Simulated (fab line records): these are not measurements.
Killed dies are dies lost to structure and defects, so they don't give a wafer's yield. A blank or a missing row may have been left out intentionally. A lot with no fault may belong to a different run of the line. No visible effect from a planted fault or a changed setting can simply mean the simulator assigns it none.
One fault seen from 2 desks + flow nand_harc + every desk sees just its own numbers, and what lay behind them comes last

## METROLOGY DESK
Lot by lot, what the gauges showed, no matter which tool ran the lot: averages of those sampled wafers that carry a number. The brackets show how far a lot's mean lies from the usual mean; more than 4 standard deviations puts the lot out of limits, marked OUT.
Columns: A = cd_nm at NHARC_P_GATE_CD_MEAS_91, usual 1999.6 nm
| lot  | first seen here | A      |
|------|-----------------|--------|
| L162 | day 5 21:52     | 1999.2 |
| L163 | day 6 05:19     | 2000.8 |
| L165 | day 7 03:23     | 1998.1 |
| L167 | day 7 18:01     | 1999.1 |
| L169 | day 8 15:05     | 1998.7 |
| L170 | day 8 20:55     | 1998.3 |
| L171 | day 9 15:59     | 1998.8 |
| L174 | day 10 11:11    | 1998.2 |
| L175 | day 11 01:36    | 1998.9 |
| L183 | day 14 14:33    | 1996.8 |
| L184 | day 14 22:52    | 1998.6 |
| L185 | day 15 09:50    | 2002.6 |
This desk's finding: nothing out of limits on any of the 12 lots.

## THE DEFECT DESK
Inspection counts along the route, by lot: the mean over sampled wafers that carry a number. The brackets show how far a lot's mean lies from the usual mean; more than 4 standard deviations puts the lot out of limits, marked OUT.
Columns: A = raw_defect_count at NHARC_P_GATE_INSPECT_68, usual 211
| lot  | first seen here | A   |
|------|-----------------|-----|
| L162 | day 6 00:56     | 451 |
| L163 | day 6 08:23     | 210 |
| L165 | day 7 06:29     | 230 |
| L167 | day 7 21:08     | 168 |
| L169 | day 8 18:18     | 272 |
| L170 | day 8 23:58     | 125 |
| L171 | day 9 19:02     | 143 |
| L174 | day 10 14:15    | 523 |
| L175 | day 11 04:42    | 533 |
| L183 | day 14 17:40    | 113 |
| L184 | day 15 02:15    | 219 |
| L185 | day 15 13:20    | 236 |
This desk's finding: nothing out of limits on any of the 12 lots.

## BROUGHT TOGETHER
Metrology desk: nothing out of limits seen.
The defect desk saw nothing out of limits.

## WHAT THE SIMULATOR HAD INSERTED
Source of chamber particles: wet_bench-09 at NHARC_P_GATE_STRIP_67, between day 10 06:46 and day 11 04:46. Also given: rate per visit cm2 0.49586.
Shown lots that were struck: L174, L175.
